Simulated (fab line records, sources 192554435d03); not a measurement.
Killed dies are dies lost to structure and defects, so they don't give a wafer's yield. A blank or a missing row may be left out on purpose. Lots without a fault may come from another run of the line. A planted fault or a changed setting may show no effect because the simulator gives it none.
Which tool did it? | flow n5_finfet | 9 lots, 27 wafers sampled, at 5 steps of a route of 1938

WHAT THE GAUGES READ, wafer by wafer
N5_BEOL_M15_THK_MEAS_50: measures by xrf.
lot  | measured     | on            | M15_THK (nm)
L899 | day 12 13:45 | film_metro-02 | 827 837 847
L898 | day 13 08:20 | film_metro-02 | 867 836 861
L903 | day 14 12:13 | film_metro-01 | 840 839 846
L902 | day 14 21:01 | film_metro-01 | 748 874 862
L906 | day 14 23:31 | film_metro-02 | 882 825 851
L913 | day 16 16:39 | film_metro-01 | 836 860 838
L914 | day 17 21:15 | film_metro-01 | 876 875 841
L915 | day 18 11:29 | film_metro-01 | 862 869 870
L919 | day 19 00:45 | film_metro-01 | 827 887 903

WHICH TOOL RAN EACH LOT (tool, then ch and the chambers of the sampled wafers, then the start)
lot  | N5_BEOL_M15_ETCH_61                | N5_BEOL_M15_TRENCH_ETCH_34         | N5_BEOL_M15_STRIP_36               | N5_BEOL_M15_DEGAS_41
L899 | rie_diel-05 ch 0,2,3, day 12 07:25 | rie_diel-05 ch 0,2,3, day 12 07:28 | rie_diel-06 ch 1,2, day 12 12:13   | pvd_sputter-02, day 12 12:34
L898 | rie_diel-02 ch 0,2,3, day 13 04:17 | rie_diel-02 ch 0,2,3, day 13 04:20 | rie_diel-05 ch 0,1,2, day 13 06:08 | pvd_sputter-01, day 13 06:35
L903 | rie_diel-05 ch 0,3, day 14 09:44   | rie_diel-05 ch 0,3, day 14 09:47   | rie_diel-05 ch 0,1,3, day 14 10:19 | pvd_sputter-01, day 14 11:01
L902 | rie_diel-05 ch 1,2,3, day 14 17:45 | rie_diel-05 ch 1,2,3, day 14 17:48 | rie_diel-06 ch 2,3, day 14 19:20   | pvd_sputter-02, day 14 19:50
L906 | rie_diel-02 ch 0,2,3, day 14 21:05 | rie_diel-02 ch 0,2,3, day 14 21:08 | rie_diel-05 ch 1,2,3, day 14 21:35 | pvd_sputter-01, day 14 22:19
L913 | rie_diel-02 ch 0,3, day 16 12:51   | rie_diel-02 ch 0,3, day 16 12:55   | rie_diel-05 ch 3, day 16 14:10     | pvd_sputter-03, day 16 15:00
L914 | rie_diel-06 ch 0,1,3, day 17 17:40 | rie_diel-06 ch 0,1,3, day 17 17:43 | rie_diel-05 ch 0,2,3, day 17 19:28 | pvd_sputter-02, day 17 19:59
L915 | rie_diel-05 ch 0,2, day 18 09:19   | rie_diel-05 ch 0,2, day 18 09:22   | rie_diel-05 ch 0,2, day 18 09:37   | pvd_sputter-02, day 18 09:59
L919 | rie_diel-06 ch 1,2, day 18 21:22   | rie_diel-06 ch 1,2, day 18 21:25   | rie_diel-05 ch 2,3, day 18 22:17   | pvd_sputter-03, day 18 22:40
- N5_BEOL_M15_ETCH_61: etches BARC in N2/H2, target depth 89 nm, overetch 26.7 nm, time 67.9 s.
- N5_BEOL_M15_TRENCH_ETCH_34: etches SiO2 in C4F8/O2/Ar, target depth 872.93 nm, time 199 s.
- N5_BEOL_M15_STRIP_36: strips in O2.
- N5_BEOL_M15_DEGAS_41: time 60 s.

THE ANSWER, worked out from the rows above alone
Rule: what is usual is taken from the lots themselves. Put in order of their means at a reading, lots are off if they are a third of the lots or fewer, leave a main group of 4 or more, and stand apart from it by a gap of 3 or more times the standard deviation of the main group's means; of several such gaps the widest counts. A main group whose means are all the same, to the digits that the tables above print for the reading, isn't used. A lot without any number at a reading at which 4 lots or more have one is off too. The other lots that the step has rows for count as sound.
No lot is off at any reading shown: from this, nothing can be told.

WHAT THE SIMULATOR HAD PUT IN
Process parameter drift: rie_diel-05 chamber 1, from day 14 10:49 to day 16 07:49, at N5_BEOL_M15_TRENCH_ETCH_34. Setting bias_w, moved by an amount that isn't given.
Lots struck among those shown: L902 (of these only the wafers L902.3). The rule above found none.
